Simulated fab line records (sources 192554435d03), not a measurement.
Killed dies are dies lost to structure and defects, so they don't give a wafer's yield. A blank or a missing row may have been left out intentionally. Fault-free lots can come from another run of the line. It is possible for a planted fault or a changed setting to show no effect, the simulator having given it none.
Problem report in the 8D (eight disciplines) form, filled by code / flow n5 finfet / the parts of the form that need people (team, actions taken, sign-off) are left out

## 1. WHAT IS WRONG
Mean of run length s at N5_BEOL_M0_CO_CAP_123: 194.6 s across 3 wafers in 2 lots; on wafers with no fault it is 125.2 s (standard deviation 0.65). That is +99 or more standard deviations from the usual mean.
The step: material Co, precursor CCTBA/H2, target thk 2 nm, time 102.1 s.
First seen on wafer L559.3, day 8 21:40, on cvd co-01. At this step, 17 wafers from 6 lots have a number in the record. The rule behind "out" and "out of limits": a value lying over 4 standard deviations away from the usual mean. The other wafers with a number count as sound.

## 2. WHAT THIS IS AND IS NOT
question=which readings at this step | is=run length s | is not=-
question=which lots | is=L559, L565 | is not=L549, L552, L571, L572
question=which wafers of those lots | is=L559.3, L559.6, L565.3 | is not=L559.1, L565.1
question=read on which tools | is=cvd co-01 | is not=cvd co-02
question=when | is=from day 8 21:40 | is not=up to then (7 sound wafers); but 7 sound wafers of L565, L571, L572 came after

## 3. SUSPECTS, AND WHAT RULES EACH OUT
Counting: a tool at a process step up to the reading stays a suspect if it ran every lot that is out. Sound lots after the first of them don't rule it out here, since some wafers of a struck lot are sound.
- cvd co-01 at N5_BEOL_M0_PRE_CLEAN_131 (time 15 s): kept. It ran every lot that is out, first L559 (day 8 21:37); its last sound lot up to then is L549 (day 5 22:59).
- cvd co-01 at N5_BEOL_M0_CO_CAP_123 (material Co, precursor CCTBA/H2, target thk 2 nm, time 102.1 s): kept. It ran every lot that is out, first L559 (day 8 21:40); its last sound lot up to then is L549 (day 5 23:02). On those wafers its own readings are out: run length s.
Remaining after the count are cvd co-01 at N5_BEOL_M0_PRE_CLEAN_131 and cvd co-01 at N5_BEOL_M0_CO_CAP_123.

## 4. THE CAUSE (what the simulator had put in)
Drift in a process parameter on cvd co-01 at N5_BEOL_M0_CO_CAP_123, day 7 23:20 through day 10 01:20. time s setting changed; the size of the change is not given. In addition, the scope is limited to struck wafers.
Counting leaves 2 suspects; this tool is one of them.

## 5. THE EFFECT CHAIN, in route order
Rows list readings where the struck wafers' mean (over those with a number) sits beyond 3 standard deviations from the usual. Readings are gone through only where the record gives a usual standard deviation; hours: the median, over the lots, of the time from a lot's start at the first step in this table giving one to that lot's start at this step; sigmas: the change measured in usual standard deviations.
hours=0; step=N5_BEOL_M0_CO_CAP_123; reading=run length s; usual=125.2 s; on struck wafers=194.6; change=+69.4; sigmas=+99 or more
Its process steps:
- N5_BEOL_M0_CO_CAP_123: material Co, precursor CCTBA/H2, target thk 2 nm, time 102.1 s.
Later steps that measure or inspect, where all struck wafers having a row at the step show a number for every such reading and not one has moved that far: N5_BEOL_M4_RC_MEAS_101.

## 6. WHAT WOULD HAVE CAUGHT IT SOONER
In this record the first reading out of limits was taken at day 8 21:40, 22 hours after the fault began at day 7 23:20.
